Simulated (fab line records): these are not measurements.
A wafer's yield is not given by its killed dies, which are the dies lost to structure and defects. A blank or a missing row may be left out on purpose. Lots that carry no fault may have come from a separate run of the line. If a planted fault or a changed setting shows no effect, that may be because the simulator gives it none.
Chamber matching :: flow n5_finfet :: N5_BEOL_M2_ALD_98 on ald_sin-02: 4 sister chambers
The step deposits SiO2, target thk 2.5 nm, pulse time 1 s, co reactant pulse time 1 s. 4 wafers are shown with their chamber, then 8 later ones without.

WAFERS PAIRED WITH THEIR CHAMBERS
wafer: L076.4
chamber: 2
heater_power_w (W): 80

wafer: L091.4
chamber: 0
heater_power_w (W): 80

wafer: L091.6
chamber: 1
heater_power_w (W): 72

wafer: L094.1
chamber: 3
heater_power_w (W): 86

WAFERS MISSING THEIR CHAMBER
wafer: L094.2
heater_power_w (W): 70

wafer: L094.3
heater_power_w (W): 78

wafer: L095.1
heater_power_w (W): 80

wafer: L095.2
heater_power_w (W): 87

wafer: L095.3
heater_power_w (W): 71

wafer: L096.1
heater_power_w (W): 89

wafer: L096.3
heater_power_w (W): 69

wafer: L096.4
heater_power_w (W): 76

THE CHAMBER EACH PASSED THROUGH
wafer: L094.2
from the rows above: 1
in truth: 1

wafer: L094.3
from the rows above: can't be placed: 0 or 2 or 1
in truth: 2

wafer: L095.1
from the rows above: can't be placed: 0 or 2
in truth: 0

wafer: L095.2
from the rows above: 3
in truth: 3

wafer: L095.3
from the rows above: 1
in truth: 1

wafer: L096.1
from the rows above: 3
in truth: 3

wafer: L096.3
from the rows above: 1
in truth: 1

wafer: L096.4
from the rows above: can't be placed: 0 or 1 or 2
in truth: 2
Correct placement for 5 of the 8. From these rows, 3 cannot be placed; in 3 the true chamber is one of the candidates. 0 placed wrongly.
How it was worked out, from the rows above alone: a wafer's distance from a chamber is the root of the sum, over the readings, of the square of ((its reading less the chamber's mean) divided by the reading's scatter). If the next closest chamber is less than 2 further off than the closest, the wafer can't be placed; otherwise it belongs to the closest. The mean given for a chamber averages the wafers shown for that chamber. The scatter: root of mean squared gap, hidden wafer to nearest shown wafer, with one shown wafer a chamber.
